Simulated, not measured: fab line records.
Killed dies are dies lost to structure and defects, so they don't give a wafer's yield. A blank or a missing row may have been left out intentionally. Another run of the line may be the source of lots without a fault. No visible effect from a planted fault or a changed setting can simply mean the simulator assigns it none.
Which tool did it? || flow n5Finfet || 33 wafers from 11 lots sampled at 5 of the route's 1938 steps

## WHAT THE GAUGES READ, wafer by wafer
N5_BEOL_M14_THK_MEAS_01. Usual: for M14_ILD_THK the level is 1121 nm and the standard deviation is 14.
{"lot": "L141", "measured": "day 12 21:50", "on": "filmMetro-02", "M14_ILD_THK (nm)": "1098 1113 1136", "flag": ""}
{"lot": "L143", "measured": "day 12 22:07", "on": "filmMetro-01", "M14_ILD_THK (nm)": "1121 1133 1123", "flag": ""}
{"lot": "L145", "measured": "day 13 21:43", "on": "filmMetro-02", "M14_ILD_THK (nm)": "1112 1110 1131", "flag": ""}
{"lot": "L144", "measured": "day 14 01:57", "on": "filmMetro-01", "M14_ILD_THK (nm)": "1109 1121 1107", "flag": ""}
{"lot": "L149", "measured": "day 14 02:05", "on": "filmMetro-01", "M14_ILD_THK (nm)": "1124 1113 1151", "flag": ""}
{"lot": "L155", "measured": "day 15 03:13", "on": "filmMetro-01", "M14_ILD_THK (nm)": "1117 1131 1149", "flag": ""}
{"lot": "L157", "measured": "day 16 07:48", "on": "filmMetro-02", "M14_ILD_THK (nm)": "1145 1121 1129", "flag": ""}
{"lot": "L156", "measured": "day 16 11:09", "on": "filmMetro-02", "M14_ILD_THK (nm)": "1107 1131 1137", "flag": ""}
{"lot": "L158", "measured": "day 16 11:23", "on": "filmMetro-02", "M14_ILD_THK (nm)": "1104 1139 1116", "flag": ""}
{"lot": "L160", "measured": "day 17 11:47", "on": "filmMetro-01", "M14_ILD_THK (nm)": "1090 1121 1120", "flag": ""}
{"lot": "L162", "measured": "day 17 16:31", "on": "filmMetro-01", "M14_ILD_THK (nm)": "1147 1133 1114", "flag": ""}

N5_BEOL_M14_CD_MEAS_28: target cd 284.4 nm. Usual: cdNm at 284.3 nm, with a standard deviation of 1.6.
{"lot": "L141", "measured": "day 12 23:07", "on": "cdSem-03", "cdNm (nm)": "281.1 285.7 283.2", "flag": ""}
{"lot": "L143", "measured": "day 12 23:38", "on": "cdSem-02", "cdNm (nm)": "283.7 282.5 280.9", "flag": ""}
{"lot": "L145", "measured": "day 13 22:53", "on": "cdSem-03", "cdNm (nm)": "276.4 275.5 275.0", "flag": "OFF"}
{"lot": "L144", "measured": "day 14 03:22", "on": "cdSem-03", "cdNm (nm)": "286.4 285.3 287.0", "flag": ""}
{"lot": "L149", "measured": "day 14 03:24", "on": "cdSem-02", "cdNm (nm)": "278.2 275.2 275.4", "flag": "OFF"}
{"lot": "L155", "measured": "day 15 05:14", "on": "cdSem-01", "cdNm (nm)": "279.9 285.0 283.6", "flag": ""}
{"lot": "L157", "measured": "day 16 08:58", "on": "cdSem-01", "cdNm (nm)": "285.0 283.7 283.0", "flag": ""}
{"lot": "L156", "measured": "day 16 12:26", "on": "cdSem-02", "cdNm (nm)": "285.3 287.3 285.0", "flag": ""}
{"lot": "L158", "measured": "day 16 12:43", "on": "cdSem-01", "cdNm (nm)": "285.8 285.7 284.9", "flag": ""}
{"lot": "L160", "measured": "day 17 13:01", "on": "cdSem-01", "cdNm (nm)": "284.3 285.5 288.5", "flag": ""}
{"lot": "L162", "measured": "day 17 18:40", "on": "cdSem-03", "cdNm (nm)": "282.7 281.5 282.8", "flag": ""}

N5_BEOL_M14_OCD_MEAS_35. Usual: trenchDepthNm at 557 nm, with a standard deviation of 13.
{"lot": "L141", "measured": "day 12 23:49", "on": "ocd-01", "trenchDepthNm (nm)": "544 533 572", "flag": ""}
{"lot": "L143", "measured": "day 13 00:24", "on": "ocd-01", "trenchDepthNm (nm)": "548 533 529", "flag": ""}
{"lot": "L145", "measured": "day 13 23:35", "on": "ocd-01", "trenchDepthNm (nm)": "558 555 554", "flag": ""}
{"lot": "L144", "measured": "day 14 04:06", "on": "ocd-01", "trenchDepthNm (nm)": "532 577 541", "flag": ""}
{"lot": "L149", "measured": "day 14 04:08", "on": "ocd-01", "trenchDepthNm (nm)": "553 569 569", "flag": ""}
{"lot": "L155", "measured": "day 15 05:56", "on": "ocd-01", "trenchDepthNm (nm)": "568 561 569", "flag": ""}
{"lot": "L157", "measured": "day 16 09:40", "on": "ocd-02", "trenchDepthNm (nm)": "564 549 553", "flag": ""}
{"lot": "L156", "measured": "day 16 13:08", "on": "ocd-02", "trenchDepthNm (nm)": "563 525 563", "flag": ""}
{"lot": "L158", "measured": "day 16 13:28", "on": "ocd-02", "trenchDepthNm (nm)": "554 557 560", "flag": ""}
{"lot": "L160", "measured": "day 17 13:43", "on": "ocd-02", "trenchDepthNm (nm)": "566 551 562", "flag": ""}
{"lot": "L162", "measured": "day 17 19:45", "on": "ocd-02", "trenchDepthNm (nm)": "571 559 572", "flag": ""}

## WHICH TOOL RAN EACH LOT (tool, then ch and the chambers of the sampled wafers, then the start)
{"lot": "L141", "N5_BEOL_M13_DEP_53": "pecvd-04 ch 1,2, day 12 21:31", "N5_BEOL_M14_PEB_26": "lithoTrack-05 ch 0, day 12 23:01"}
{"lot": "L143", "N5_BEOL_M13_DEP_53": "pecvd-04 ch 1,2, day 12 21:47", "N5_BEOL_M14_PEB_26": "lithoTrack-03 ch 0, day 12 23:31"}
{"lot": "L145", "N5_BEOL_M13_DEP_53": "pecvd-04 ch 0,1, day 13 21:24", "N5_BEOL_M14_PEB_26": "lithoTrack-03 ch 0, day 13 22:46"}
{"lot": "L144", "N5_BEOL_M13_DEP_53": "pecvd-02 ch 0,1,2, day 14 01:38", "N5_BEOL_M14_PEB_26": "lithoTrack-05 ch 0, day 14 03:15"}
{"lot": "L149", "N5_BEOL_M13_DEP_53": "pecvd-04 ch 0,1,2, day 14 01:46", "N5_BEOL_M14_PEB_26": "lithoTrack-03 ch 0, day 14 03:17"}
{"lot": "L155", "N5_BEOL_M13_DEP_53": "pecvd-02 ch 0,1, day 15 02:53", "N5_BEOL_M14_PEB_26": "lithoTrack-04 ch 0, day 15 05:08"}
{"lot": "L157", "N5_BEOL_M13_DEP_53": "pecvd-04 ch 0,1,2, day 16 07:30", "N5_BEOL_M14_PEB_26": "lithoTrack-04 ch 0, day 16 08:51"}
{"lot": "L156", "N5_BEOL_M13_DEP_53": "pecvd-01 ch 0,1,2, day 16 10:45", "N5_BEOL_M14_PEB_26": "lithoTrack-05 ch 0, day 16 12:19"}
{"lot": "L158", "N5_BEOL_M13_DEP_53": "pecvd-04 ch 0,1,2, day 16 11:04", "N5_BEOL_M14_PEB_26": "lithoTrack-05 ch 0, day 16 12:36"}
{"lot": "L160", "N5_BEOL_M13_DEP_53": "pecvd-04 ch 0,2, day 17 11:26", "N5_BEOL_M14_PEB_26": "lithoTrack-03 ch 0, day 17 12:54"}
{"lot": "L162", "N5_BEOL_M13_DEP_53": "pecvd-02 ch 0,1,2, day 17 16:12", "N5_BEOL_M14_PEB_26": "lithoTrack-04 ch 0, day 17 18:33"}
- N5_BEOL_M13_DEP_53: deposits SiCN from 3MS/NH3, target thk 50 nm, time 17.8 s.
- N5_BEOL_M14_PEB_26: peb time 90 s.

## WHAT THE TOOLS THEMSELVES READ (means of the sampled wafers that have a number; where no wafer has one, the mark that the record gives instead)
N5_BEOL_M13_DEP_53. Usual: showerheadPlenumPTorr 4.163 Torr, standard deviation 0.02; throttleValvePct 18.4 %, standard deviation 0.94.
{"lot": "L141", "tool": "pecvd-04", "showerheadPlenumPTorr (Torr)": 4.155, "throttleValvePct (%)": 18.5, "flag": ""}
{"lot": "L143", "tool": "pecvd-04", "showerheadPlenumPTorr (Torr)": 4.151, "throttleValvePct (%)": 18.6, "flag": ""}
{"lot": "L145", "tool": "pecvd-04", "showerheadPlenumPTorr (Torr)": 4.153, "throttleValvePct (%)": 18.6, "flag": ""}
{"lot": "L144", "tool": "pecvd-02", "showerheadPlenumPTorr (Torr)": 4.151, "throttleValvePct (%)": 17.5, "flag": ""}
{"lot": "L149", "tool": "pecvd-04", "showerheadPlenumPTorr (Torr)": 4.159, "throttleValvePct (%)": 18.6, "flag": ""}
{"lot": "L155", "tool": "pecvd-02", "showerheadPlenumPTorr (Torr)": 4.137, "throttleValvePct (%)": 17.4, "flag": ""}
{"lot": "L157", "tool": "pecvd-04", "showerheadPlenumPTorr (Torr)": 4.162, "throttleValvePct (%)": 18.7, "flag": ""}
{"lot": "L156", "tool": "pecvd-01", "showerheadPlenumPTorr (Torr)": 4.183, "throttleValvePct (%)": 18.8, "flag": ""}
{"lot": "L158", "tool": "pecvd-04", "showerheadPlenumPTorr (Torr)": 4.163, "throttleValvePct (%)": 18.7, "flag": ""}
{"lot": "L160", "tool": "pecvd-04", "showerheadPlenumPTorr (Torr)": 4.170, "throttleValvePct (%)": 18.6, "flag": ""}
{"lot": "L162", "tool": "pecvd-02", "showerheadPlenumPTorr (Torr)": 4.151, "throttleValvePct (%)": 17.4, "flag": ""}

N5_BEOL_M14_PEB_26. Usual: heaterPowerTotalW 172.5 W, standard deviation 0.78; plateTempC 130.03 C, standard deviation 0.16.
{"lot": "L141", "tool": "lithoTrack-05", "heaterPowerTotalW (W)": 172.3, "plateTempC (C)": 129.84, "flag": ""}
{"lot": "L143", "tool": "lithoTrack-03", "heaterPowerTotalW (W)": 172.5, "plateTempC (C)": 130.20, "flag": ""}
{"lot": "L145", "tool": "lithoTrack-03", "heaterPowerTotalW (W)": 170.4, "plateTempC (C)": 128.52, "flag": "OFF"}
{"lot": "L144", "tool": "lithoTrack-05", "heaterPowerTotalW (W)": 172.1, "plateTempC (C)": 129.94, "flag": ""}
{"lot": "L149", "tool": "lithoTrack-03", "heaterPowerTotalW (W)": 168.9, "plateTempC (C)": 128.53, "flag": "OFF"}
{"lot": "L155", "tool": "lithoTrack-04", "heaterPowerTotalW (W)": 171.9, "plateTempC (C)": 130.01, "flag": ""}
{"lot": "L157", "tool": "lithoTrack-04", "heaterPowerTotalW (W)": 171.9, "plateTempC (C)": 129.99, "flag": ""}
{"lot": "L156", "tool": "lithoTrack-05", "heaterPowerTotalW (W)": 172.6, "plateTempC (C)": 130.07, "flag": ""}
{"lot": "L158", "tool": "lithoTrack-05", "heaterPowerTotalW (W)": 172.6, "plateTempC (C)": 130.00, "flag": ""}
{"lot": "L160", "tool": "lithoTrack-03", "heaterPowerTotalW (W)": 173.1, "plateTempC (C)": 130.14, "flag": ""}
{"lot": "L162", "tool": "lithoTrack-04", "heaterPowerTotalW (W)": 172.8, "plateTempC (C)": 130.14, "flag": ""}

## THE ANSWER, worked out from the rows above alone
Rule: take the mean of a lot's wafers that have a number; if it is more than 3 standard deviations from the usual mean, the lot is off. Also off: a lot with no number at a reading for which 4 or more lots have one. Where the step has rows for the other lots, those lots are counted as sound. After the gauges, taken in route order, come the tools' own readings; for these a lot's mean is taken, as printed above. At the first step where some lot is off, the reading lying furthest off is the one used; lots without a number count as furthest.
Off, at N5_BEOL_M14_CD_MEAS_28 on cdNm: L145, L149.
A tool fits if, at a process step before that reading, it ran every lot that is off, and no sound lot after the first of them. The gauges at N5_BEOL_M14_CD_MEAS_28 aren't tried: what is off there is off at N5_BEOL_M14_PEB_26 too, on other tools, and a gauge's error can't cause that. No candidate that was tried fits.

## WHAT THE SIMULATOR HAD PUT IN
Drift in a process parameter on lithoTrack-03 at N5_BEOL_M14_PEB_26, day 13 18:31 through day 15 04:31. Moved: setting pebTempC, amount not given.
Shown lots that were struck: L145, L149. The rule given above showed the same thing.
